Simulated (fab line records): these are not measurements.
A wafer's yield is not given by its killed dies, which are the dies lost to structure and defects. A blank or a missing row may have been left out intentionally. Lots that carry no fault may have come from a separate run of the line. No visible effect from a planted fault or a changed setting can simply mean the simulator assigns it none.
fab line records	flow n5_finfet
record lots=6	wafers=18	last_day=20
route steps=1938 shown SDB@362 PASSIVATION@1936
lots untouched by any fault: they come from a run of this same line in which no faults occurred
start_h: hours from the record's opening day to when the first of the lot's shown wafers began	wait_h: hours elapsed since this lot's preceding step	" repeats the value in the row above	L1.1+2: a single row standing in for several wafers	- value missing, or start not given	* or withheld: withheld	< > ~ a bound
route shown NAME@n: names a module that has steps shown in the file, with the first one's number in the route	usual: the fault-free wafers' mean and standard deviation	same: alike in all rows	chamber/n: place in a boat	sites: the reading at each site	_std_site: the standard deviation of these	_edge_site: the outer-site mean with the inner-site mean subtracted	radius_mm: for every site, how far away it sits from the centre of the wafer	mask NAME#n: copy n	behind: tool/chamber where the wafer was last shaped	hold: cause of the lot's hold/its duration in hours/its outcome	device: the n, p or np transistor that did not switch	end of line: tests of these same wafers at the route's end	where a step has no rows: the recipe by itself	killed: count of dies lost to structure and defects at first sort (not the wafer's yield)	map: shows each die of a wafer: x if killed, . if not, _ if none is there
set.NAME: the setting as run; set.NAME@STEP: as run at that earlier step	model.NAME: the simulator's own value behind a step, which no gauge read
lots seen at some steps along the route; tables by step, rows by wafer
services: the hour from which a tool's chamber was out of use, counted from the record's first day as start_h (under 0 if before that day), plus the number of hours and why
## steps
# step N5_SDB_STRIP_19
# recipe chemistry=N2/H2	temp_c=40	n2_flow_sccm=200	h2_flow_sccm=200	rf_frequency_hz=6e+07
# step N5_SDB_STRIP_21
# recipe chemistry=CF4	resist=SiARC	power_w=300	bias_power_w=75	pressure_mtorr=50	cf4_flow_sccm=150	rf_frequency_hz=6e+07
# usual drypump_motor_current_A=5.6/0.41	oes_product_au=0.75/0.05	rf_vpp_V=270.9/1.5	showerhead_plenum_p_Torr=1.77/0.057	throttle_valve_pct=13.57/0.19
lot.wafer	tool	chamber	start_h	wait_h	drypump_motor_current_A	oes_product_au	rf_hours_counter_h	rf_vpp_V	showerhead_plenum_p_Torr	throttle_valve_pct
L783.2	rie_diel-05	0	102.91	0.0	5.1	0.75	161	269.0	1.70	13.34
L783.4	"	1	"	"	6.1	0.79	108	271.2	1.79	13.68
L783.5	"	3	"	"	5.5	0.70	-	268.6	1.72	13.56
L785.1	rie_diel-05	3	113.51	0.0	5.4	0.70	209	270.0	1.72	13.56
L785.3	"	1	"	"	6.1	0.78	111	271.2	1.78	13.69
L785.6	"	2	"	"	5.2	0.71	-	271.4	1.84	13.63
L787.2	rie_diel-04	1	126.07	0.0	6.1	0.74	161	269.1	1.74	13.90
L787.3	"	2	"	"	5.6	0.91	15	272.3	1.84	13.67
L787.5	"	1	"	"	6.2	0.74	-	268.8	1.74	13.88
L788.3	rie_diel-04	2	132.72	0.0	5.6	0.90	18	272.1	1.84	13.67
L788.5	"	0	"	"	5.8	0.79	-	272.0	1.78	13.15
L788.6	"	3	"	"	5.5	0.77	-	270.6	1.72	13.55
L797.1	rie_diel-05	2	185.17	0.0	5.3	0.70	222	271.2	1.83	13.68
L797.2	"	1	"	"	6.2	0.76	138	270.6	1.78	13.75
L797.3	"	3	"	"	5.5	0.68	235	271.0	1.71	13.61
L800.2	rie_diel-05	1	208.02	0.0	6.2	0.76	143	271.4	1.78	13.76
L800.3	"	3	"	"	5.5	0.67	240	269.8	1.71	13.63
L800.5	"	0	"	"	5.1	0.73	-	269.5	1.70	13.42
# step N5_SDB_HM_OPEN_20
# recipe chemistry=CH3F/O2	target=SiNx	mask_material=SOC	target_depth_a=240	stop_on=poly-Si	over_etch_frac=0.4	ion_energy_ev=120	pressure_mtorr=30	source_w=395	bias_w=73	Ar_flow_sccm=150	CH3F_flow_sccm=30	O2_flow_sccm=20
# usual O2_flow_sccm=20.00/0.06	drypump_motor_current_A=5.6/0.41	oes_o_777_au=0.76/0.056	oes_product_au=0.62/0.043	rf_vpp_V=298/7	showerhead_plenum_p_Torr=1.99/0.075	throttle_valve_pct=16.39/0.19
# same over_etch_frac=0.4
lot.wafer	tool	chamber	start_h	wait_h	O2_flow_sccm	drypump_motor_current_A	oes_o_777_au	oes_product_au	rf_hours_counter_h	rf_vpp_V	showerhead_plenum_p_Torr	throttle_valve_pct
L783.2	rie_diel-05	0	102.93	0.0	20.06	5.2	0.74	0.63	161	300	1.91	16.16
L783.4	"	1	"	"	20.02	6.2	0.82	0.66	108	299	2.00	16.54
L783.5	"	3	"	"	19.98	5.5	0.71	0.59	-	293	1.92	16.38
L785.1	rie_diel-05	3	113.53	0.0	20.01	5.5	0.71	0.57	209	294	1.92	16.37
L785.3	"	1	"	"	20.00	6.1	0.82	0.65	111	299	2.00	16.56
L785.6	"	2	"	"	19.96	5.3	0.71	0.60	-	301	2.09	16.51
L787.2	rie_diel-04	1	126.09	0.0	20.02	6.1	0.75	0.62	161	295	1.93	16.61
L787.3	"	2	"	"	20.02	5.6	0.91	0.75	15	298	2.07	16.52
L787.5	"	1	"	"	20.14	6.2	0.74	0.62	-	294	1.93	16.61
L788.3	rie_diel-04	2	132.74	0.0	20.02	5.6	0.91	0.74	18	298	2.07	16.52
L788.5	"	0	"	"	20.06	5.8	0.77	0.65	-	314	2.01	15.95
L788.6	"	3	"	"	19.99	5.5	0.85	0.65	-	287	1.92	16.30
L797.1	rie_diel-05	2	185.19	0.0	20.05	5.3	0.68	0.57	222	301	2.08	16.56
L797.2	"	1	"	"	19.94	6.2	0.79	0.64	138	300	1.99	16.58
L797.3	"	3	"	"	20.05	5.4	0.69	0.56	235	294	1.91	16.41
L800.2	rie_diel-05	1	208.04	0.0	19.93	6.2	0.79	0.62	144	298	1.99	16.60
L800.3	"	3	"	"	19.93	5.4	0.69	0.55	240	293	1.91	16.42
L800.5	"	0	"	"	20.00	5.1	0.71	0.60	-	299	1.90	16.24
# step N5_SDB_STRIP_22
# recipe chemistry=N2/H2	power_w=1000	temp_c=250	h2_frac=0.65	overash_fraction=0.3	pressure_mtorr=withheld	n2_flow_sccm=1750	h2_flow_sccm=3250
# usual drypump_motor_current_A=6.05/0.19	heater_power_w=323/23	oes_product_au=0.715/0.0046	strip_time_to_endpoint_s=96.3/0.44
lot.wafer	tool	chamber	start_h	wait_h	drypump_motor_current_A	heater_power_w	oes_product_au	rf_hours_counter_h	strip_time_to_endpoint_s
L783.2	plasma_asher-02	0	103.01	0.1	6.17	309	0.721	92	96.4
L783.4	"	1	"	"	5.77	352	0.716	-	96.3
L783.5	"	0	"	"	6.16	310	0.711	-	97.0
L785.1	plasma_asher-02	1	113.61	0.1	5.77	349	0.714	94	96.6
L785.3	"	0	"	"	6.18	315	0.718	-	96.5
L785.6	"	1	"	"	5.77	350	0.715	-	96.8
L787.2	plasma_asher-01	1	126.17	0.1	6.21	322	0.710	46	96.2
L787.3	"	1	"	"	6.23	325	0.716	-	95.5
L787.5	"	1	"	"	6.22	315	0.715	-	96.5
L788.3	plasma_asher-02	0	132.86	0.1	6.18	317	0.713	-	95.6
L788.5	"	0	"	"	6.18	319	0.724	-	95.7
L788.6	"	1	"	"	5.74	353	0.723	-	95.6
L797.1	plasma_asher-02	0	185.27	0.1	6.17	309	0.707	106	96.4
L797.2	"	1	"	"	5.74	357	0.712	106	95.4
L797.3	"	0	"	"	6.17	314	0.710	-	96.5
L800.2	plasma_asher-02	0	208.12	0.1	6.17	310	0.722	110	95.6
L800.3	"	0	"	"	6.16	325	0.719	-	97.2
L800.5	"	0	"	"	6.18	319	0.717	-	96.8
# step N5_SDB_PRECLEAN_23
# recipe chemistry=dHF	time_s=30	temp_c=25	dilution=withheld
# step N5_SDB_DUMMY_REMOVE_24
# recipe chemistry=TMAH	temp_c=70	target=poly-Si	stop_on=SiO2	target_depth_nm=142	conc_wt_pct=5	time_s=57	dry=ipa_marangoni	rinse_time_s=30	rinse_temp_c=23
# step N5_SDB_ETCH_25
# recipe chemistry=C4F6/O2	target=SiO2	target_depth_a=100	time_s=3.3	ion_energy_ev=250	mask_material=SiNx	pressure_mtorr=30	source_w=345	bias_w=185	Ar_flow_sccm=300	C4F6_flow_sccm=10	O2_flow_sccm=10
# step N5_SDB_CUT_ETCH_26
# recipe chemistry=HBr/Cl2/O2	target=Si	target_depth_a=1296	bt_time_s=20	mask_material=SiNx	time_s=51.8	ion_energy_ev=*	bias_w=*	pressure_mtorr=10	icp_w=800	HBr_flow_sccm=150	Cl2_flow_sccm=80	O2_flow_sccm=12
# usual O2_flow_sccm=12.00/0.038	drypump_motor_current_A=5.6/0.43	mfc_cl2_sccm=80.02/0.25	oes_o_777_au=1.00/0.041	oes_product_au=1.000/0.018	throttle_valve_pct=37.2/0.47
lot.wafer	tool	chamber	start_h	wait_h	O2_flow_sccm	drypump_motor_current_A	mfc_cl2_sccm	oes_o_777_au	oes_product_au	rf_hours_counter_h	throttle_valve_pct
L783.2	rie_si-06	0	103.31	0.1	12.01	5.6	80.26	1.01	0.989	50	36.7
L783.4	"	2	"	"	12.08	5.1	79.49	0.96	1.029	2	37.2
L783.5	"	1	"	"	11.97	5.3	80.32	1.00	0.988	-	37.4
L785.1	rie_si-02	2	113.91	0.1	11.99	5.8	80.05	1.08	1.022	127	37.5
L785.3	"	3	"	"	12.00	6.5	80.59	1.01	0.984	4	37.3
L785.6	"	1	"	"	11.98	5.7	80.29	0.96	0.979	-	36.6
L787.2	rie_si-02	1	126.48	0.1	12.01	5.7	80.18	0.95	0.979	63	36.6
L787.3	"	0	"	"	12.08	5.5	80.24	0.96	1.017	4	36.5
L787.5	"	3	"	"	12.01	6.5	79.95	1.01	0.993	-	37.3
L788.3	rie_si-01	1	133.12	0.1	11.99	5.1	79.55	0.97	1.017	59	37.0
L788.5	"	3	"	"	12.07	5.4	79.86	1.00	0.977	-	37.7
L788.6	"	2	"	"	12.00	4.9	80.21	1.01	0.975	-	37.0
L797.1	rie_si-06	1	185.58	0.1	11.95	5.3	80.24	1.00	0.998	130	37.4
L797.2	"	0	"	"	11.97	5.5	79.90	1.01	0.995	51	36.7
L797.3	"	2	"	"	11.95	5.0	80.24	0.97	1.028	4	37.2
L800.2	rie_si-02	1	208.43	0.1	12.02	5.8	79.86	0.95	0.988	64	36.6
L800.3	"	0	"	"	12.02	5.6	80.00	0.96	1.014	5	36.5
L800.5	"	0	"	"	12.01	5.6	79.79	0.96	1.013	-	36.5
# step N5_SDB_PRECLEAN_38
# recipe chemistry=dHF	time_s=10	dilution=750:1	temp_c=25
# step N5_SDB_PRECLEAN_39
# recipe chemistry=O3/DIW	time_s=45	temp_c=22	o3_ppm=10
# step N5_SDB_SRD_28
# recipe dry=ipa_marangoni	time_s=30	temp_c=23	rinse_liquid=diw
# step N5_SDB_ALD_29
# recipe material=SiNx	target_thk_a=300	temp_c=400	ald_precursor_family=SiH2I2	ald_co_reactant=N2/H2-plasma	pulse_time_s=1	ald_cycles=600	purge_time_s=2	co_reactant_purge_time_s=2	pressure_torr=2
# usual heater_power_w=831/100	precursor_pulse_height_rel=1.002/0.021
lot.wafer	tool	chamber	start_h	wait_h	heater_power_w	precursor_pulse_height_rel
L783.2	ald_sin-01	0	103.50	0.0	724	1.009
L783.4	"	3	"	"	730	1.003
L783.5	"	1	104.85	1.4	761	0.981
L785.1	ald_sin-01	2	114.10	0.0	763	0.973
L785.3	"	3	"	"	715	0.964
L785.6	"	1	115.45	1.4	793	0.959
L787.2	ald_sin-04	2	126.66	0.0	823	0.994
L787.3	"	0	"	"	938	1.015
L787.5	"	0	128.01	1.4	935	0.982
L788.3	ald_sin-04	3	133.31	0.0	1029	1.000
L788.5	"	1	134.66	1.4	1069	0.998
L788.6	"	2	"	"	825	1.015
L797.1	ald_sin-04	1	186.26	0.5	1063	1.012
L797.2	"	3	"	"	1014	0.992
L797.3	"	0	"	"	925	0.992
L800.2	ald_sin-03	2	208.61	0.0	948	0.980
L800.3	"	1	"	"	814	1.028
L800.5	"	1	209.96	1.4	832	1.007
# step N5_SDB_CMP_30
# recipe stop_on=poly-Si	t_overpolish_s=1.54	post_cmp_clean=alkaline_brush	down_force_psi=4.1491	platen_rpm=51.796	pad_velocity_m_s=1.0306	target_thk_nm=30
# usual head_pressure_psi=4.149/0.01	motor_current_A=12.6/1.1	overpolish_run_s=1.539/0.009	time_to_endpoint_s=18/3.1
lot.wafer	tool	chamber	start_h	wait_h	head_pressure_psi	motor_current_A	overpolish_run_s	time_to_endpoint_s
L783.4	cmp-01	1	106.31	1.5	4.156	10.8	1.529	14
L783.2	"	2	"	"	4.153	12.1	1.540	16
L783.5	"	3	"	"	4.154	11.8	1.548	19
L785.1	cmp-01	1	116.87	1.4	4.150	11.1	1.551	13
L785.3	"	3	"	"	4.153	11.8	1.539	20
L785.6	"	0	"	"	4.153	13.9	1.538	14
L787.2	cmp-01	0	129.39	1.4	2.520	10.7	1.530	28
L787.3	"	1	"	"	4.165	10.8	1.528	12
L787.5	"	1	"	"	4.153	11.3	1.529	14
L788.3	cmp-01	0	136.12	1.5	2.520	10.4	1.551	26
L788.6	"	2	"	"	4.140	12.6	1.537	19
L788.5	"	3	"	"	4.149	12.0	1.545	22
L797.1	cmp-03	3	189.00	1.4	4.140	12.5	1.525	15
L797.2	"	0	"	"	4.149	13.0	1.533	14
L797.3	"	2	"	"	4.145	12.5	1.541	11
L800.2	cmp-04	1	211.34	1.4	4.146	13.7	1.526	21
L800.3	"	3	"	"	4.160	13.4	1.525	20
L800.5	"	2	"	"	4.166	11.2	1.551	21
# step N5_SDB_THK_MEAS_31
# recipe reads=a-Si_of_DUMMY_GATE_CVD_03
# usual SDB_THK=64.4/1.3
lot.wafer	tool	chamber	start_h	wait_h	SDB_THK[nm]
L783.2	film_metro-02	-	106.53	-	61.6
L783.4	"	-	"	"	63.6
L783.5	"	-	"	"	64.2
L785.1	film_metro-01	-	117.13	-	65.2
L785.3	"	-	"	"	64.7
L785.6	"	-	"	"	64.4
L787.2	film_metro-01	-	129.69	-	67.0
L787.3	"	-	"	"	66.2
L787.5	"	-	"	"	64.4
L788.3	film_metro-01	-	136.34	-	64.7
L788.5	"	-	"	"	62.2
L788.6	"	-	"	"	62.7
L797.1	film_metro-02	-	189.29	-	65.3
L797.2	"	-	"	"	62.4
L797.3	"	-	"	"	64.7
L800.2	film_metro-01	-	211.64	-	65.1
L800.3	"	-	"	"	65.7
L800.5	"	-	"	"	64.8
# step N5_PASSIVATION_PROBE_49
# usual killed_at_M0_to_M3=36/10	killed_at_M4_up=14/5.2	killed_at_contacts=12/6	killed_at_front_end=37/10	killed_at_other=4/3.3	killed_dies=104/18	killed_open=68/14	killed_short=34/7.4
# same gross_dies=1180	killed_at_back_side=0
lot.wafer	tool	chamber	start_h	wait_h	killed_at_M0_to_M3	killed_at_M4_up	killed_at_contacts	killed_at_front_end	killed_at_other	killed_dies	killed_open	killed_short
L788.3	prober-01	-	388.79	0.1	41	7	7	43	1	99	66	33
L788.5	prober-01	-	388.89	0.2	34	13	7	54	2	110	68	40
L788.6	prober-01	-	388.94	0.3	38	18	5	31	3	95	64	31
# killed by level:class
L788.3 BEOL_M0_SAQP:geometric_particle:short=10 STI_FIN_REVEAL:geometric_particle:open=10 BEOL_M3:geometric_particle:open=9 FIN_SAQP:geometric_particle:open=8 BEOL_M0_SAQP:geometric_particle:open=8 STI_FIN_REVEAL:geometric_particle:short=7 MOL_CONTACT_COAG:geometric_particle:open=7 BEOL_M1:geometric_particle:open=7
L788.5 STI_FIN_REVEAL:geometric_particle:open=13 FIN_SAQP:geometric_particle:short=10 FIN_SAQP:geometric_particle:open=8 BEOL_M3:geometric_particle:open=8 BEOL_M0_SAQP:geometric_particle:short=7 DUMMY_GATE:geometric_particle:open=6 STARTING-WAFER:geometric_particle:short=6 MOL_CONTACT_COAG:geometric_particle:open=5
L788.6 FIN_SAQP:geometric_particle:open=13 BEOL_M0_SAQP:geometric_particle:short=12 BEOL_M2:geometric_particle:open=9 BEOL_M4:geometric_particle:open=8 BEOL_M0_SAQP:geometric_particle:open=6 STI_FIN_REVEAL:geometric_particle:open=5 BEOL_M3:geometric_particle:open=5 FIN_SAQP:geometric_particle:short=4
## services
tool	chamber	start_h	hours	kind
cmp-03	-	79.51	3.6	repair
cmp-01	-	82.29	1.2	repair
ald_sin-04	-	85.32	14.0	pm
ald_sin-04	0	85.32	14.0	vent_cycle
ald_sin-04	1	85.32	14.0	vent_cycle
ald_sin-04	2	85.32	14.0	vent_cycle
cmp-01	-	85.78	4.0	pm
cmp-01	-	89.78	-	consumable_replace:conditioner
cmp-01	-	89.78	-	consumable_replace:pad
rie_si-01	-	98.96	0.4	repair
plasma_asher-02	-	102.12	0.7	repair
ald_sin-04	2	102.73	16.2	repair
cmp-03	-	103.92	6.0	pm
rie_si-06	1	124.86	13.7	repair
cmp-04	-	125.71	4.0	pm
rie_si-02	-	140.24	21.3	repair
cmp-01	-	143.49	16.2	pm
plasma_asher-01	-	149.75	0.5	repair
plasma_asher-02	-	158.29	5.8	repair
rie_si-02	0	169.51	14.8	repair
ald_sin-01	-	176.75	14.0	pm
cmp-04	-	177.98	9.0	pm
rie_diel-04	2	196.85	3.7	repair
cmp-03	-	204.67	4.0	pm
## key
first_sign step=N5_SDB_CMP_30	reading=head_pressure_psi	direction=down	sigmas=99+	usual=4.149	struck=2.520
effect step=N5_SDB_CMP_30	reading=time_to_endpoint_s	direction=up	sigmas=2.9	usual=*	struck=*
met_at N5_SDB_CMP_30
struck_wafers L787.2,L788.3
tester_left_out L787,L788
onset_between 116.87 129.39
fault kind=process_parameter_drift	tool=cmp-01	chamber=0	onset_h=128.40	steps=N5_SDB_CMP_30	channel=down_force_psi	offset=-1.6237	shape=step	end_h=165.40	acts_in=these_recipes_only	stated=4.1491
# tester_left_out: of these lots the tester's yield and bins aren't shown, on N5 and GAA mostly nor the transistor test; their killed dies are dies lost to structure and defects alone, not to doping, threshold or leakage, so they don't give the yield
